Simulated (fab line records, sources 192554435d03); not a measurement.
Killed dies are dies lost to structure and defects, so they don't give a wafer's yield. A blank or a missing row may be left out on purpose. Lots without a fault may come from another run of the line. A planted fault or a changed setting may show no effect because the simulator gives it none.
Chamber matching | flow n5_finfet | N5_BEOL_M4_ALD_98 on ald_sin-02: 4 sister chambers
The step deposits SiO2, target thk 2.5 nm, pulse time 1 s, co reactant pulse time 1 s. 4 wafers are shown with their chamber, then 12 later ones without.

WAFERS WITH THEIR CHAMBER
wafer  | chamber | heater_power_w (W)
L085.4 | 0       | 81
L093.1 | 2       | 74
L093.2 | 1       | 69
L093.3 | 3       | 84

WAFERS WITHOUT THEIR CHAMBER
wafer  | heater_power_w (W)
L093.4 | 80
L093.5 | 75
L093.6 | 85
L095.1 | 84
L095.2 | 68
L095.3 | 73
L095.4 | 79
L095.5 | 82
L095.6 | 80
L097.2 | 74
L097.3 | 84
L097.4 | 66

WHICH CHAMBER EACH WENT THROUGH
wafer  | from the rows above     | in truth
L093.4 | 0                       | 0
L093.5 | 2                       | 2
L093.6 | 3                       | 3
L095.1 | 3                       | 3
L095.2 | 1                       | 1
L095.3 | 2                       | 2
L095.4 | 0                       | 0
L095.5 | can't be placed: 0 or 3 | 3
L095.6 | 0                       | 0
L097.2 | 2                       | 2
L097.3 | 3                       | 3
L097.4 | 1                       | 1
Placed correctly: 11 of 12. Can't be placed from these rows: 1 (the true chamber is among the candidates in 1). Placed wrongly: 0.
How it was worked out, from the rows above alone: a wafer's distance from a chamber is the root of the sum, over the readings, of the square of ((its reading less the chamber's mean) divided by the reading's scatter). The wafer belongs to the nearest chamber; if the next one is less than 2 further off, it can't be placed. A chamber's mean is the mean of its shown wafers. The scatter: with one shown wafer a chamber, the root of the mean of the squares of how far each hidden wafer lies from its nearest shown one.
